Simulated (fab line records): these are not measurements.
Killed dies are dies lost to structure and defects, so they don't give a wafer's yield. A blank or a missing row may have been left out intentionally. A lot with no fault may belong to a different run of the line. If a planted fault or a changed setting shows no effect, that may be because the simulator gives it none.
Which tool did it? ; flow n5-finfet ; Sampling: 8 lots, 24 wafers, 7 of 1938 route steps

## WHAT EACH GAUGE READ, for each wafer
N5_MOL_CONTACT_COAG_CD_MEAS_40 targets a cd of 25.1 nm.
lot;measured;on;cd-nm (nm)
L662;day 5 17:34;cd-sem-01;24.86 25.39 25.17
L668;day 6 19:39;cd-sem-03;24.64 24.83 24.39
L669;day 7 05:26;cd-sem-02;24.89 25.11 25.11
L671;day 7 17:43;cd-sem-03;25.35 24.85 25.28
L672;day 8 02:00;cd-sem-02;25.42 25.54 25.18
L673;day 8 06:47;cd-sem-02;25.06 24.88 25.17
L676;day 9 02:36;cd-sem-03;25.32 25.30 25.58
L683;day 10 16:42;cd-sem-01;19.83 17.58 11.04

N5_MOL_CONTACT_COAG_CD_MEAS_101 targets a cd of 16 nm.
lot;measured;on;cd-nm (nm)
L662;day 5 18:37;cd-sem-03;15.2 15.9 15.3
L668;day 6 21:23;cd-sem-01;15.9 15.6 16.0
L669;day 7 06:22;cd-sem-02;15.7 15.7 16.0
L671;day 7 18:53;cd-sem-03;16.4 16.2 16.1
L672;day 8 03:04;cd-sem-01;16.4 15.4 15.6
L673;day 8 07:44;cd-sem-02;16.6 16.5 15.9
L676;day 9 04:41;cd-sem-02;16.5 15.9 16.0
L683;day 10 17:49;cd-sem-02;11.0 7.7 1.9

N5_BEOL_M4_RC_MEAS_101.
lot;measured;on;DIBL_N (mV/V);DIBL_P (mV/V);IOFF_N (nA/um);IOFF_P (nA/um);ION_N (uA/um);ION_P (uA/um);SS_N (mV/dec);SS_P (mV/dec);VT_N (mV);VT_P (mV)
L662;day 8 08:13;prober-02;35.9 35.8 38.7;34.4 36.3 38.9;0.14 0.16 0.21;0.17 0.21 0.25;669 697 704;455 481 479;71.1 71.3 71.7;72.3 73.1 74.3;254 247 247;-253 -251 -248
L668;day 9 10:56;prober-02;32.5 34.6 34.8;34.2 35.3 36.9;0.14 0.14 0.16;0.19 0.19 0.23;686 671 694;485 463 486;69.9 71.3 70.7;72.6 73.1 73.0;249 252 247;-249 -250 -247
L669;day 9 17:10;prober-01;39.1 35.8 39.2;37.9 35.5 39.8;0.23 0.16 0.24;0.31 0.25 0.35;676 682 699;473 475 477;73.1 71.4 71.8;73.8 73.0 74.4;245 250 244;-244 -248 -241
L671;day 10 08:22;prober-01;41.1 33.5 36.9;42.0 33.5 37.0;0.25 0.11 0.16;0.24 0.13 0.17;699 681 680;458 466 450;73.2 70.7 72.0;74.5 72.6 73.5;246 253 250;-251 -259 -256
L672;day 10 11:44;prober-01;37.4 36.5 38.0;38.8 35.5 38.7;0.19 0.15 0.19;0.24 0.18 0.24;682 667 697;463 448 475;72.1 71.5 72.1;73.5 71.9 73.1;248 251 245;-250 -253 -249
L673;day 10 19:13;prober-02;34.1 34.8 35.5;33.5 34.8 36.5;0.12 0.13 0.16;0.18 0.19 0.23;677 684 711;468 477 484;69.9 71.2 70.5;72.7 73.0 73.3;252 252 246;-252 -249 -246
L676;day 11 11:47;prober-01;35.1 35.5 36.0;35.5 35.2 37.2;0.17 0.16 0.18;0.21 0.20 0.22;667 662 672;459 451 461;71.8 71.6 72.4;73.4 72.3 73.4;250 251 250;-249 -251 -250

## WHAT TOOL EACH LOT RAN ON (gives the tool, then ch and the chambers of the sampled wafers, and finally the start)
lot;N5_MOL_CONTACT_COAG_ETCH_90;N5_MOL_CONTACT_COAG_ETCHBACK_135;N5_MOL_CONTACT_COAG_ETCH_47;N5_MOL_CONTACT_COAG_EXPOSE_37
L662;rie-diel-03 ch 1,2, day 5 16:19;rie-diel-01 ch 2,3, day 5 16:43;rie-diel-01 ch 2,3, day 5 16:51;euv-scanner-02 ch 0, day 5 17:26
L668;rie-diel-01 ch 0,1,3, day 6 18:08;rie-diel-04 ch 0,1,2, day 6 18:50;rie-diel-04 ch 0,1,2, day 6 18:59;euv-scanner-01 ch 0, day 6 19:31
L669;rie-diel-04 ch 1,2,3, day 7 03:57;rie-diel-01 ch 0,1,3, day 7 04:44;rie-diel-01 ch 0,1,3, day 7 04:53;euv-scanner-01 ch 0, day 7 05:17
L671;rie-diel-03 ch 2,3, day 7 16:08;rie-diel-04 ch 0,1, day 7 16:55;rie-diel-04 ch 0,1, day 7 17:03;euv-scanner-02 ch 0, day 7 17:35
L672;rie-diel-03 ch 0,2,3, day 8 00:23;rie-diel-04 ch 0,1, day 8 01:19;rie-diel-04 ch 0,1, day 8 01:27;euv-scanner-02 ch 0, day 8 01:52
L673;rie-diel-04 ch 0,2, day 8 05:34;rie-diel-01 ch 1,2, day 8 05:58;rie-diel-01 ch 1,2, day 8 06:07;euv-scanner-01 ch 0, day 8 06:38
L676;rie-diel-03 ch 2,3, day 9 01:26;rie-diel-03 ch 0,2, day 9 01:55;rie-diel-03 ch 0,2, day 9 02:03;euv-scanner-02 ch 0, day 9 02:28
L683;rie-diel-03 ch 0,1,3, day 10 15:36;rie-diel-03 ch 1,2,3, day 10 16:01;rie-diel-03 ch 1,2,3, day 10 16:10;euv-scanner-01 ch 0, day 10 16:34
- N5_MOL_CONTACT_COAG_ETCH_90: etches SiARC in CF4, target depth 13 nm, time 21.7 s.
- N5_MOL_CONTACT_COAG_ETCHBACK_135: etches SiO2 in CHF3, target depth 25 nm, time 16.7 s.
- N5_MOL_CONTACT_COAG_ETCH_47: etches SiNx in CH3F/O2, stops on W, target depth 27 nm.
- N5_MOL_CONTACT_COAG_EXPOSE_37: exposes mask VD, defocus 0 nm.

## AS READ BY THE TOOLS THEMSELVES (means over the sampled wafers that have a number; for cases with no such wafer, the mark the record gives instead)
N5_MOL_CONTACT_COAG_ETCH_90.
lot;tool;drypump-motor-current-A (A);etch-rf-on-time-s (s);oes-product-au (a.u.);rf-vpp-V (V);showerhead-plenum-p-Torr (Torr);throttle-valve-pct (%)
L662;rie-diel-03;5.5;20.6;0.77;185.1;2.22;15.43
L668;rie-diel-01;6.0;21.7;0.66;183.4;2.15;15.52
L669;rie-diel-04;5.3;20.7;0.71;184.3;2.13;15.51
L671;rie-diel-03;5.9;21.2;0.65;183.4;2.12;15.77
L672;rie-diel-03;6.0;21.7;0.62;184.3;2.17;15.88
L673;rie-diel-04;5.4;21.3;0.73;185.4;2.28;15.57
L676;rie-diel-03;5.9;21.4;0.63;183.0;2.11;15.79
L683;rie-diel-03;5.7;21.7;0.63;184.7;2.23;15.88

N5_MOL_CONTACT_COAG_ETCHBACK_135.
lot;tool;drypump-motor-current-A (A);oes-product-au (a.u.);rf-vpp-V (V);showerhead-plenum-p-Torr (Torr);throttle-valve-pct (%)
L662;rie-diel-01;5.5;0.74;545;2.40;18.83
L668;rie-diel-04;5.5;0.89;522;2.47;18.64
L669;rie-diel-01;6.0;0.77;534;2.39;18.66
L671;rie-diel-04;5.6;0.89;517;2.47;18.73
L672;rie-diel-04;5.7;0.89;510;2.41;18.69
L673;rie-diel-01;5.3;0.88;521;2.44;18.69
L676;rie-diel-03;6.1;0.75;528;2.34;18.81
L683;rie-diel-03;5.6;0.77;540;2.41;18.82

N5_MOL_CONTACT_COAG_ETCH_47.
lot;tool;drypump-motor-current-A (A);etch-rf-on-time-s (s);oes-product-au (a.u.);rf-vpp-V (V);showerhead-plenum-p-Torr (Torr);throttle-valve-pct (%)
L662;rie-diel-01;5.5;31.3;0.66;309;2.02;16.47
L668;rie-diel-04;5.5;30.2;0.80;296;2.08;16.24
L669;rie-diel-01;6.0;31.3;0.69;304;2.01;16.29
L671;rie-diel-04;5.6;30.7;0.79;294;2.08;16.34
L672;rie-diel-04;5.7;31.3;0.80;290;2.02;16.28
L673;rie-diel-01;5.2;31.3;0.79;296;2.06;16.33
L676;rie-diel-03;6.1;31.3;0.67;299;1.97;16.45
L683;rie-diel-03;5.6;30.1;0.69;306;2.03;16.45

N5_MOL_CONTACT_COAG_EXPOSE_37.
lot;tool;exposure-dose-mJ-cm2
L662;euv-scanner-02;61.92
L668;euv-scanner-01;61.83
L669;euv-scanner-01;61.94
L671;euv-scanner-02;61.86
L672;euv-scanner-02;61.83
L673;euv-scanner-01;61.73
L676;euv-scanner-02;61.82
L683;euv-scanner-01;68.18

## THE ANSWER, worked out from the rows above alone
Rule: the lots themselves supply what counts as usual. The widest of any qualifying gaps counts: lots, ordered by their means at a reading, are off when they make up no more than a third of the lots, leave a main group of 4 or more, and stand apart from it by 3 or more times the standard deviation of that group's means. If all means in a main group match to the digits the tables above print for the reading, that group is not used. Also off: a lot with no number at a reading for which 4 or more lots have one. All remaining lots with rows at the step are treated as sound. Order of review: gauges by route order, followed by the tools' own readings, for which a lot's mean as printed above is used. The first step at which some lot is off is used, and at that step the reading that is off furthest; a lot without a number counts as furthest.
Off at N5_MOL_CONTACT_COAG_CD_MEAS_40 (cd-nm): L683. Mean 25.11 nm and standard deviation 0.24 in the main group.
If a tool, at a process step before that reading, ran all the lots that are off and no sound lot after the first of them, it fits. Not tried: the gauges at N5_MOL_CONTACT_COAG_CD_MEAS_40; whatever is off there is also off at N5_MOL_CONTACT_COAG_CD_MEAS_101, on other tools, and gauge error can't account for it. Undecided on this evidence; 2 tools fit (rie-diel-03 at N5_MOL_CONTACT_COAG_ETCH_90 and N5_MOL_CONTACT_COAG_ETCHBACK_135 and N5_MOL_CONTACT_COAG_ETCH_47, euv-scanner-01 at N5_MOL_CONTACT_COAG_EXPOSE_37).

## WHAT HAD BEEN PUT IN BY THE SIMULATOR
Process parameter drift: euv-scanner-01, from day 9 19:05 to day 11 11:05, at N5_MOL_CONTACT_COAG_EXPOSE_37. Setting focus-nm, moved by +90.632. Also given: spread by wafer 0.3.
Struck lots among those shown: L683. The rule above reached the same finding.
